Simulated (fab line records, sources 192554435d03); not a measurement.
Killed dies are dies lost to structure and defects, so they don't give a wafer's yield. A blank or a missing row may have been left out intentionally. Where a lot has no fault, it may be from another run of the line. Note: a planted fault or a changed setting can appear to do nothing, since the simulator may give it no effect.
Split-lot experiment ; flow n5Finfet ; 39 wafers read from 7 lots, route of 1938 steps

== THE SPLIT ITSELF ==
At N5_GATE_CUT_HM_DEP_46 (deposits SiO2 from TEOS/O2, target thk 130 nm, time 26.6 s), the setting timeS was moved away from the recipe's 26.6 s on 18 of the 39 wafers read, by -12.2% to +14.0%. For the rest of the wafers, this setting stayed at what the recipe calls for.

== FROM THE SPLIT TO THE READING: what the file shows between them, 4 steps ==
- N5_GATE_CUT_COAT_34: time 60 s, resist thk 60 nm
- N5_GATE_CUT_COAT_35: time 60 s, resist thk 10 nm
- N5_GATE_CUT_STRIP_38: strips in N2/H2
- N5_GATE_CUT_STRIP_39: strips in N2/H2

== THE READING ==
SOC_of_GATE_CUT_COAT_34.thkNm (the simulator's own value, which no gauge read), in nm, at N5_GATE_CUT_HM_OPEN_40 (chemistry C4F6/O2, target SiO2, target depth 139 nm, time 85.1 s). The file does not state a usual value for it. Average 32.8 nm, standard deviation 0.5 nm, over the 21 wafers here run with the recipe.

wafer;tool, chamber at the split;timeS as run, s;against the recipe;SOC_of_GATE_CUT_COAT_34.thkNm, nm;against lot-mates on the recipe
L074.1;pecvd-04, 2;23.36;-12.2%;36.2;+3.9
L074.2;pecvd-04, 0;26.6;recipe;32.8;-
L074.3;pecvd-04, 1;23.36;-12.2%;37;+4.7
L074.4;pecvd-04, 0;26.6;recipe;32;-
L074.5;pecvd-04, 1;23.36;-12.2%;36.4;+4.1
L074.6;pecvd-04, 2;26.6;recipe;32.2;-
L075.1;pecvd-04, 2;26.6;recipe;32.8;-
L075.2;pecvd-04, 1;27.93;+5.0%;32.4;+0.0
L075.3;pecvd-04, 0;27.93;+5.0%;30.8;-1.6
L075.4;pecvd-04, 1;27.93;+5.0%;32.2;-0.2
L075.5;pecvd-04, 2,0;26.6;recipe;32;-
L075.6;pecvd-04, 2,0;26.6;recipe;32.4;-
L076.1;pecvd-02, 2;23.94;-10.0%;36.2;+3.5
L076.2;pecvd-02, 1;23.94;-10.0%;35;+2.3
L076.3;pecvd-02, 0;23.94;-10.0%;35.4;+2.7
L076.4;pecvd-02, 0;26.6;recipe;32.8;-
L076.5;pecvd-02, 2;26.6;recipe;32.8;-
L076.6;pecvd-02, 1;26.6;recipe;32.4;-
L078.1;pecvd-04, 0;26.6;recipe;32.8;-
L078.2;pecvd-04, 1;26.6;recipe;33.8;-
L078.3;pecvd-04, 0;23.92;-10.1%;34.8;+1.7
L078.4;pecvd-04, 1;26.6;recipe;32.6;-
L078.5;pecvd-04, 0;23.92;-10.1%;34.2;+1.1
L078.6;pecvd-04, 1;23.92;-10.1%;35.8;+2.7
L082.1;pecvd-03, 1;30.33;+14.0%;29.4;-3.3
L082.2;pecvd-03, 0;26.6;recipe;33;-
L082.3;pecvd-03, 1;30.33;+14.0%;30;-2.7
L082.4;pecvd-03, 0;26.6;recipe;32.6;-
L082.5;pecvd-03, 1;30.33;+14.0%;29.4;-3.3
L082.6;pecvd-03, 0;26.6;recipe;32.6;-
L085.1;pecvd-04, 1;26.6;recipe;32.2;-
L085.3;pecvd-04, 0,1;26.6;recipe;33.2;-
L085.4;pecvd-04, 0,1;26.6;recipe;32.8;-
L086.1;pecvd-02, 1;26.6;recipe;33.6;-
L086.2;pecvd-02, 0;26.6;recipe;33.8;-
L086.3;pecvd-02, 2;26.6;recipe;33;-
L086.4;pecvd-02, 0;30.05;+13.0%;29.4;-4.1
L086.5;pecvd-02, 1;30.05;+13.0%;29.4;-4.1
L086.6;pecvd-02, 2;30.05;+13.0%;29.4;-4.1
When a row names more than one chamber, that row covers several wafers, and the file does not tell which wafer ran in which chamber.

THE FIT
A straight line over all 39 wafers: SOC_of_GATE_CUT_COAT_34.thkNm changes by -0.254 nm for each +1% of timeS; r = -0.96; the points scatter about the line by 0.57 nm.
The same after taking each lot's own level away (the mean of its wafers on the recipe; 39 wafers): -0.268 nm for each +1%; r = -0.96; scatter 0.64 nm.
According to that fit, moving timeS by its largest amount changes the reading by 3.8 nm.
The lots' own levels span 32.33 to 33.47 nm, that is 2.3 times the standard deviation above.
The two slopes are in agreement: the lot-to-lot level therefore moves the slope only a little.
Check: with one of the wafers moved furthest among these (+14.0%) left out of the fit, the line predicts -3.72 nm for it against its lot-mates. Against them it came out at -3.33 nm.

== FURTHER SPLITS ON THESE WAFERS ==
Note: prior to the reading, these wafers also went through further splits. Each is held against what the fit with the lots' levels taken away leaves over:
other split on the same wafers;wafers away from the commonest value;r with SOC_of_GATE_CUT_COAT_34.thkNm (lot level and that fit taken away)
N5_FIN_CUT_CUT_ETCH_26 sourceW;15;+0.06
N5_STI_FIN_REVEAL_ETCHBACK_08 targetDepthA;9;+0.17
N5_DUMMY_GATE_ETCH_31 targetDepthA;9;-0.27
N5_SPACER0_ALD_08 targetThkA;15;+0.30
N5_GATE_CUT_ETCH_56 icpW;12;-0.01

== THE WHOLE CHAIN: every reading that the file lists as answering this split, in the file's order ==
step;what it does;reading;change (the file's fit);r (the file's)
N5_GATE_CUT_HM_DEP_46;deposits SiO2 from TEOS/O2, target thk 130 nm, time 26.6 s;SiO2_of_GATE_CUT_HM_DEP_46.thkNm (the simulator's own value, which no gauge read);+1.24 nm for each +1% of the setting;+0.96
N5_GATE_CUT_HM_OPEN_40;chemistry C4F6/O2, target SiO2, target depth 139 nm, time 85.1 s;etchRfOnTimeS;withheld for each +1% of the setting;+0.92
N5_GATE_CUT_HM_OPEN_40;chemistry C4F6/O2, target SiO2, target depth 139 nm, time 85.1 s;etch.depthNm (the simulator's own value, which no gauge read);+1.24 nm for each +1% of the setting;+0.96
N5_GATE_CUT_HM_OPEN_40;chemistry C4F6/O2, target SiO2, target depth 139 nm, time 85.1 s;SOC_of_GATE_CUT_COAT_34.thkNm (the simulator's own value, which no gauge read);-0.268 nm for each +1% of the setting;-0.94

== THE FILE'S OWN FIT ==
SOC_of_GATE_CUT_COAT_34.thkNm changes by -0.268 nm for each +1% of timeS, r = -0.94.
